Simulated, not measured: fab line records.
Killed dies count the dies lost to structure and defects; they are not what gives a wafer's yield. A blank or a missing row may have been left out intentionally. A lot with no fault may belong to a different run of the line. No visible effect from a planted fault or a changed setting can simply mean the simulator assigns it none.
A lot that was struck, set against a sound lot | flow n5Finfet | 43 steps out of a route of 1938
Sound: the wafers L209.2, L209.4, L209.6. The struck wafers were L218.1, L218.2, L218.4. The cause comes at the end.
For every step that has rows: the tool of each side, followed by ch and its chambers, followed by its first start. Under that, the readings that differ: sound wafers | struck wafers | difference of the means | sigmas: that difference in standard deviations of wafers without a fault.
alike: same words and numbers on both sides, and readings whose means sit less than 2 such deviations apart. not compared: any withheld reading, any reading some wafer has no value for, any bound like >300 that may hide the same value, and any number with overlapping values for which the record gives no deviation.
The two part at a step that has a row with sigmas, a row that says differs or no value, or rows on one side only. When numbers do not overlap yet have no deviation, they are printed without sigmas and do not part them. Lack of a reading on every wafer of one side parts them only where that side has two or more wafers.

first, 11 steps without rows for these wafers: N5_BEOL_M3_DESCUM_33 (chemistry O2, time 7 s); N5_BEOL_M3_ETCH_77 (etches underlayer in N2/H2, target depth 6.5 nm, time 5.2 s); N5_BEOL_M3_ETCH_69 (etches SiARC in CF4, target depth 15.6 nm, time 26 s); N5_BEOL_M3_ALD_98 (deposits SiO2, target thk 2.5 nm, pulse time 1 s, co reactant pulse time 1 s); N5_BEOL_M3_ETCHBACK_99 (etches SiO2 in CHF3, target depth 5 nm, time 10.4 s); N5_BEOL_M3_ETCH_70 (etches SOC in N2/H2, target depth 80 nm, overetch 16 nm, time 120 s); N5_BEOL_M3_STRIP_71 (strips in N2/H2); N5_BEOL_M3_STRIP_78 (strips in N2/H2); N5_BEOL_M3_VIA_ETCH_34 (etches the open film in C4F6/O2, target depth 69.4 nm, time 65.9 s); N5_BEOL_M3_STRIP_83 (strips in C4F6/O2); N5_BEOL_M3_STRIP_36 (strips in N2/H2).
N5_BEOL_M3_TRENCH_ETCH_37: etches SiOC in C4F6/O2, target depth 55.555 nm, time 29.2 s.
  sound on rieDiel-05 ch 0,1,3, day 7 23:52; struck on rieDiel-04 ch 0,1,2, day 11 01:35
  no value came back on the struck wafers for any of 7 readings (C4F6_flow_sccm (sccm), O2_flow_sccm (sccm) and others); on the sound wafers C4F6_flow_sccm (sccm) reads 9.96 9.99 10.03
reading                                   | sound        | struck         | difference | sigmas
model.TiN_of_BEOL_M3_HM_DEP_02.thkNm (nm) | 18 17.8 17.8 | 19.8 19.8 19.8 | +1.9       | 
  not compared: rfHoursCounterH
then, 2 steps without rows for these wafers: N5_BEOL_M3_ETCH_41 (etches SiCN in CH3F/O2, target depth 29.9 nm, time 52.5 s); N5_BEOL_M3_STRIP_97 (strips in N2/H2, time 10 s).
N5_BEOL_M3_OCD_MEAS_38:
  sound: ocd-02 at day 8 00:01; struck: ocd-02 at day 11 01:45
reading            | sound          | struck    | difference | sigmas
trenchDepthNm (nm) | 55.7 55.1 57.3 | 0 0.1 0.4 | -56        | -62
then, 25 steps without rows for these wafers: N5_BEOL_M3_HM_STRIP_39 (strips TiN in peroxide tin strip, target depth 25 nm, time 158 s); N5_BEOL_M3_SRD_40 (time 30 s); N5_BEOL_M3_PRECLEAN_42 (cleans in residue remover, time 60 s); N5_BEOL_M3_SRD_43 (time 30 s); N5_BEOL_M3_DEGAS_44 (time 60 s); N5_BEOL_M3_PRE_CLEAN_45 (time 30 s); N5_BEOL_M3_ALD_84 (deposits TaN, pulse time 2 s, purge time 3 s, co reactant purge time 2 s); N5_BEOL_M3_SURFACE_TREAT_85; N5_BEOL_M3_CVD_47 (deposits Co from CCTBA/H2, target thk 3 nm, time 223.8 s); N5_BEOL_M3_SPUTTER_48 (material Cu, target thk 4.5 nm, time 8.29 s); N5_BEOL_M3_ANNEAL_49 (time 240 s); N5_BEOL_M3_SPUTTER_79 (material Cu, target thk 4.5 nm, time 8.29 s); N5_BEOL_M3_ANNEAL_80 (time 240 s); N5_BEOL_M3_SPUTTER_81 (material Cu, target thk 4.5 nm, time 8.29 s); N5_BEOL_M3_ANNEAL_82 (time 240 s); N5_BEOL_M3_SPUTTER_86 (material Cu, target thk 4.5 nm, time 8.29 s); N5_BEOL_M3_ANNEAL_87 (time 240 s); N5_BEOL_M3_SPUTTER_88 (material Cu, target thk 4.5 nm, time 8.29 s); N5_BEOL_M3_ANNEAL_89 (time 240 s); N5_BEOL_M3_SPUTTER_90 (material Cu, target thk 4.5 nm, time 8.29 s); N5_BEOL_M3_ANNEAL_91 (time 240 s); N5_BEOL_M3_SPUTTER_92 (material Cu, target thk 4.5 nm, time 8.29 s); N5_BEOL_M3_ANNEAL_93 (time 240 s); N5_BEOL_M3_SPUTTER_94 (material Cu, target thk 4.5 nm, time 8.29 s); N5_BEOL_M3_ANNEAL_95 (time 240 s).
N5_BEOL_M3_CMP_52: polishes, stops on SiOC, t overpolish 6.8 s, target thk 40 nm.
  sound on cmp-03 ch 1,2,3, day 8 04:21; struck on cmp-03 ch 0,1,3, day 11 04:55
reading                               | sound          | struck  | difference | sigmas
model.Cu_of_BEOL_M3_ECD_50.thkNm (nm) | 40.2 40.8 39.8 | 0 0 0.2 | -40        | 
  alike: motorCurrentA
  not compared: padLifeWafers
N5_BEOL_M4_RC_MEAS_101:
  the record has rows for the sound wafers here (prober-01 ch 0, day 8 19:42) and none for the struck ones
-- here the record skips 5 days between the struck wafers' starts before and after, leaving off in module BEOL_M4 and picking up in module PASSIVATION (first step shown: number 1936 of the route) --
N5_PASSIVATION_PROBE_49:
  record: rows for the struck wafers here (prober-01, day 16 04:10), none for the sound ones

## WHERE THEY PART
At N5_BEOL_M3_TRENCH_ETCH_37 first; at N5_PASSIVATION_PROBE_49 last (within this record only).

WHY: whatever the simulator had introduced
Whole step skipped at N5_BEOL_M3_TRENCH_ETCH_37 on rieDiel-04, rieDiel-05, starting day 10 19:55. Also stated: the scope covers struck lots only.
